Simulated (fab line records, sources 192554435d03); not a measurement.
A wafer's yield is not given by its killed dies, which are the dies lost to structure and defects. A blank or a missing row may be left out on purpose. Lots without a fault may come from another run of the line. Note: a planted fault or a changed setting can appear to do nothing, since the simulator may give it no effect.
Chamber matching + flow n5-finfet + uv-cure-02 running N5_BEOL_M9_CURE_71: 3 sister chambers
The step cures SiCOH lowk, time 240 s. 16 wafers are shown with their chamber, then 8 later ones without.

== EACH WAFER AND ITS CHAMBER ==
| wafer  | chamber | wafer_temp_C_max | lamp-power-pct (%) |
|--------|---------|------------------|--------------------|
| L076.3 | 0       | 387.1            | 52.32              |
| L076.4 | 0       | 386.7            | 52.39              |
| L076.6 | 0       | 387.0            | 52.27              |
| L078.1 | 1       | 386.6            | 52.18              |
| L078.5 | 1       | 386.8            | 52.26              |
| L078.6 | 1       | 386.7            | 52.21              |
| L077.3 | 2       | 386.2            | 52.25              |
| L077.4 | 2       | 386.2            | 52.23              |
| L077.6 | 2       | 386.1            | 52.33              |
| L081.1 | 1       | 386.8            | 52.30              |
| L081.2 | 1       | 387.2            | 52.35              |
| L081.5 | 1       | 386.7            | 52.40              |
| L084.3 | 1       | 387.2            | 52.35              |
| L084.4 | 1       | 386.6            | 52.29              |
| L084.5 | 1       | 386.6            | 52.34              |
| L088.2 | 1       | 386.9            | 52.36              |

SIGNATURES (means of the wafers above)
| reading          | chamber 0 | chamber 1 | chamber 2 | scatter within a chamber |
|------------------|-----------|-----------|-----------|--------------------------|
| wafer_temp_C_max | 386.933   | 386.810   | 386.167   | 0.208                    |
| lamp-power-pct   | 52.3267   | 52.3040   | 52.2700   | 0.0663                   |
Rule: a wafer lies at a distance from a chamber equal to the root of the sum of squares, over the readings, of (its reading less the chamber's mean, divided by the reading's scatter). The wafer belongs to the nearest chamber; if the next one is less than 2 further off, it can't be placed. The scatter: the root of (the sum of the squares of (reading less its chamber's mean) over the shown wafers, divided by (wafers less chambers)).

== WAFERS WITH NO CHAMBER GIVEN ==
| wafer  | wafer_temp_C_max | lamp-power-pct (%) |
|--------|------------------|--------------------|
| L088.4 | 386.5            | 52.38              |
| L088.6 | 387.3            | 52.38              |
| L090.3 | 386.4            | 52.29              |
| L090.5 | 386.3            | 52.32              |
| L090.6 | 386.6            | 52.34              |
| L093.2 | 386.6            | 52.32              |
| L093.4 | 385.7            | 52.32              |
| L093.5 | 386.1            | 52.27              |

== CHAMBER TAKEN BY EACH ==
| wafer  | from the rows above          | in truth |
|--------|------------------------------|----------|
| L088.4 | can't be placed: 1 or 0 or 2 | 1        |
| L088.6 | can't be placed: 0 or 1      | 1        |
| L090.3 | can't be placed: 2 or 1 or 0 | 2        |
| L090.5 | can't be placed: 2 or 1      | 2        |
| L090.6 | can't be placed: 1 or 0 or 2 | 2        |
| L093.2 | can't be placed: 1 or 0 or 2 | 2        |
| L093.4 | 2                            | 2        |
| L093.5 | 2                            | 2        |
Placed correctly: 2 of 8. Can't be placed from these rows: 6 (the true chamber is among the candidates in 6). 0 placed wrongly.
